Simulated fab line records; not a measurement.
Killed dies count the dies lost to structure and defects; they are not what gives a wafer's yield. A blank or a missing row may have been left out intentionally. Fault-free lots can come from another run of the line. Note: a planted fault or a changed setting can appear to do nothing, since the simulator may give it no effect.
Matching of chambers | flow n5Finfet | 4 sister chambers for N5_SD_EPI_P_ETCHBACK_46 on rieDiel-05
The step etches SiNx in CH3F/O2, stops on SiO2, target depth 17.5 nm. 4 wafers are shown with their chamber, then 8 later ones without.

WAFERS, EACH WITH ITS CHAMBER
wafer  | chamber | throttleValvePct (%)
L080.6 | 1       | 16.54
L082.1 | 0       | 16.02
L082.3 | 3       | 16.65
L083.4 | 2       | 16.17

WAFERS WITHOUT THEIR CHAMBER
wafer  | throttleValvePct (%)
L083.5 | 16.16
L083.6 | 16.56
L088.1 | 16.68
L088.5 | 16.56
L088.6 | 16.21
L095.4 | 16.20
L095.5 | 16.21
L095.6 | 16.58

EACH ONE'S CHAMBER
wafer  | from the rows above     | in truth
L083.5 | 2                       | 2
L083.6 | 1                       | 1
L088.1 | 3                       | 3
L088.5 | 1                       | 1
L088.6 | 2                       | 2
L095.4 | 2                       | 2
L095.5 | 2                       | 2
L095.6 | can't be placed: 1 or 3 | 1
Placed correctly: 7 of 8. Not placeable from these rows: 1 (in 1, the candidates include the true chamber). Wrongly placed: 0.
How it was worked out, from the rows above alone: a wafer's distance from a chamber is the root of the sum, over the readings, of the square of ((its reading less the chamber's mean) divided by the reading's scatter). The wafer belongs to the nearest chamber; if the next one is less than 2 further off, it can't be placed. The mean given for a chamber averages the wafers shown for that chamber. The scatter (one wafer shown for each chamber): square how far every hidden wafer sits from the nearest shown wafer, average those squares and take the square root.
